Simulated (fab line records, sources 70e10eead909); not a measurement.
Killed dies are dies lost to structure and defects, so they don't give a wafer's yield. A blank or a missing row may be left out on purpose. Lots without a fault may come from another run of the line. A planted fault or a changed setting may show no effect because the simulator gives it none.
Chamber matching | flow nand_harc | NHARC_P_CONTACT_ALD_22 on ald_metal-02: 4 sister chambers
The step deposits TiN, target thk 3 nm, pulse time 1 s, ald cycles 150. 14 wafers are shown with their chamber, then 6 later ones without.

WAFERS WITH THEIR CHAMBER
wafer  | chamber | heater_power_w (W) | precursor_pulse_height_rel
L125.2 | 3       | 850                | 0.986
L125.3 | 2       | 1122               | 0.960
L125.5 | 3       | 852                | 1.003
L127.1 | 0       | 1044               | 1.000
L127.2 | 3       | 853                | 0.977
L127.4 | 2       | 1155               | 1.010
L129.1 | 3       | 849                | 0.993
L129.3 | 2       | 1126               | 1.022
L129.5 | 1       | 1331               | 1.008
L131.1 | 0       | 1032               | 1.011
L131.2 | 3       | 837                | 0.994
L131.3 | 2       | 1117               | 0.959
L133.4 | 2       | 1091               | 1.017
L133.6 | 2       | 1106               | 1.014

SIGNATURES (means of the wafers above)
reading                    | chamber 0 | chamber 1 | chamber 2 | chamber 3 | scatter within a chamber
heater_power_w             | 1038.00   | 1331.00   | 1119.50   | 848.20    | 16
precursor_pulse_height_rel | 1.00550   | 1.00800   | 0.99700   | 0.99060   | 0.0218
Rule: a wafer's distance from a chamber is the root of the sum, over the readings, of the square of ((its reading less the chamber's mean) divided by the reading's scatter). The wafer belongs to the nearest chamber; if the next one is less than 2 further off, it can't be placed. The scatter: the root of (the sum of the squares of (reading less its chamber's mean) over the shown wafers, divided by (wafers less chambers)).

WAFERS WITHOUT THEIR CHAMBER
wafer  | heater_power_w (W) | precursor_pulse_height_rel
L135.1 | 1156               | 1.000
L135.2 | 846                | 1.025
L135.4 | 1351               | 0.999
L145.2 | 1399               | 1.017
L145.3 | 1135               | 1.008
L145.4 | 851                | 0.997

WHICH CHAMBER EACH WENT THROUGH
wafer  | from the rows above | in truth
L135.1 | 2                   | 2
L135.2 | 3                   | 3
L135.4 | 1                   | 1
L145.2 | 1                   | 1
L145.3 | 2                   | 2
L145.4 | 3                   | 3
Placed correctly: 6 of 6. Can't be placed from these rows: 0. Placed wrongly: 0.
